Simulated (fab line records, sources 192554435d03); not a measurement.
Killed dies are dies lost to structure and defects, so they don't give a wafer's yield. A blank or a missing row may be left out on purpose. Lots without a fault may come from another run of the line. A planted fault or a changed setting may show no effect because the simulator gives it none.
Split-lot experiment | flow n5_finfet | 7 lots, 21 wafers read, on a route of 1938 steps

THE SPLIT
At N5_BEOL_M5_COAT_59 (time 60 s, resist thk 60 nm), the setting spin_rpm was moved away from the recipe's 1500 rpm on 4 of the 21 wafers read, by -7.6% to +5.6%. The other wafers ran this setting at the recipe's value.

FROM THE SPLIT TO THE READING: what the file shows between them, 10 steps
- N5_BEOL_M5_COAT_71: time 60 s, resist thk 5 nm (also split here: spin_rpm)
- N5_BEOL_M5_COAT_05: resist thk 30 nm
- N5_BEOL_M5_EBR_07
- N5_BEOL_M5_DESCUM_16: chemistry O2, time 7 s
- N5_BEOL_M5_ETCH_72: etches underlayer in N2/H2, target depth 6.5 nm, time 5.2 s
- N5_BEOL_M5_ETCH_61: etches SiARC in CF4, target depth 15.6 nm, time 26 s
- N5_BEOL_M5_ETCH_62: etches SOC in N2/H2, target depth 75 nm, overetch 15 nm, time 112.5 s
- N5_BEOL_M5_STRIP_63: strips in N2/H2
- N5_BEOL_M5_STRIP_73: strips in N2/H2
- N5_BEOL_M5_STRIP_64: strips in CF4

THE READING
SOC_of_BEOL_M5_COAT_59.thk_nm (the simulator's own value, which no gauge read), in nm, at N5_BEOL_M5_HM_OPEN_17 (chemistry Cl2/BCl3, target TiN, target depth 20 nm, overetch 6 nm). The file gives no usual value for it. The 17 wafers here that ran the recipe average 52.0 nm, standard deviation 0.38 nm.

wafer  | tool, chamber at the split | spin_rpm as run, rpm | against the recipe | SOC_of_BEOL_M5_COAT_59.thk_nm, nm | against lot-mates on the recipe
L077.1 | litho_track-03, 0          | 1500                 | recipe             | 51.8                              | -
L077.2 | litho_track-03, 0          | 1500                 | recipe             | 51.4                              | -
L077.6 | litho_track-03, 0          | 1500                 | recipe             | 51.2                              | -
L078.1 | litho_track-03, 0          | 1500                 | recipe             | 51.8                              | -
L078.2 | litho_track-03, 0          | 1500                 | recipe             | 52.2                              | -
L078.5 | litho_track-03, 0          | 1500                 | recipe             | 52.2                              | -
L085.1 | litho_track-02, 0          | 1500                 | recipe             | 52.2                              | -
L085.6 | litho_track-02, 0          | 1500                 | recipe             | 52.2                              | -
L085.3 | litho_track-02, 0          | 1420                 | -5.3%              | 53.8                              | +1.6
L086.1 | litho_track-03, 0          | 1386                 | -7.6%              | 54.6                              | +3.0
L086.4 | litho_track-03, 0          | 1500                 | recipe             | 51.6                              | -
L086.5 | litho_track-03, 0          | 1500                 | recipe             | 51.6                              | -
L087.3 | litho_track-01, 0          | 1500                 | recipe             | 52                                | -
L087.5 | litho_track-01, 0          | 1500                 | recipe             | 52                                | -
L087.6 | litho_track-01, 0          | 1500                 | recipe             | 52.6                              | -
L092.3 | litho_track-01, 0          | 1500                 | recipe             | 52.6                              | -
L092.4 | litho_track-01, 0          | 1500                 | recipe             | 52                                | -
L092.5 | litho_track-01, 0          | 1500                 | recipe             | 52                                | -
L095.3 | litho_track-01, 0          | 1584                 | +5.6%              | 50.2                              | -2.2
L095.4 | litho_track-01, 0          | 1584                 | +5.6%              | 50.6                              | -1.8
L095.5 | litho_track-01, 0          | 1500                 | recipe             | 52.4                              | -

THE FIT
A straight line over all 21 wafers: SOC_of_BEOL_M5_COAT_59.thk_nm changes by -0.317 nm for each +1% of spin_rpm; r = -0.92; the points scatter about the line by 0.37 nm.
The same after taking each lot's own level away (the mean of its wafers on the recipe; 21 wafers): -0.361 nm for each +1%; r = -0.97; scatter 0.23 nm.
On that fit, the largest move of spin_rpm shifts the reading by 2.7 nm.
The lots' own levels span 51.47 to 52.40 nm, that is 2.5 times the standard deviation above.
So the lot-to-lot level changes the slope: the two fits differ.
Check: with one of the wafers moved furthest among these (-7.6%) left out of the fit, the line predicts +2.55 nm for it against its lot-mates. It came out at +3 nm against them.

OTHER SPLITS ON THESE WAFERS
These wafers also went through other splits before the reading. Each is held against what the fit with the lots' levels taken away leaves over:
other split on the same wafers | wafers away from the commonest value | r with SOC_of_BEOL_M5_COAT_59.thk_nm (lot level and that fit taken away)
N5_BEOL_M2_COAT_62 spin_rpm    | 8                                    | -0.13
N5_BEOL_M3_ETCH_64 time_s      | 7                                    | +0.26
N5_BEOL_M3_COAT_67 spin_rpm    | 6                                    | -0.05
N5_BEOL_M5_COAT_71 spin_rpm    | 10                                   | -0.02

THE WHOLE CHAIN: every reading that the file lists as answering this split, in the file's order
step                  | what it does                                                          | reading                                                                        | change (the file's fit)               | r (the file's)
N5_BEOL_M5_COAT_59    | time 60 s, resist thk 60 nm                                           | SOC_of_BEOL_M5_COAT_59.thk_nm (the simulator's own value, which no gauge read) | -0.302 nm for each +1% of the setting | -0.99
N5_BEOL_M5_ETCH_62    | etches SOC in N2/H2, target depth 75 nm, overetch 15 nm, time 112.5 s | etch.depth_nm (the simulator's own value, which no gauge read)                 | -0.309 nm for each +1% of the setting | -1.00
N5_BEOL_M5_HM_OPEN_17 | chemistry Cl2/BCl3, target TiN, target depth 20 nm, overetch 6 nm     | SOC_of_BEOL_M5_COAT_59.thk_nm (the simulator's own value, which no gauge read) | -0.362 nm for each +1% of the setting | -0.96

THE FILE'S OWN FIT
SOC_of_BEOL_M5_COAT_59.thk_nm changes by -0.362 nm for each +1% of spin_rpm, r = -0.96.
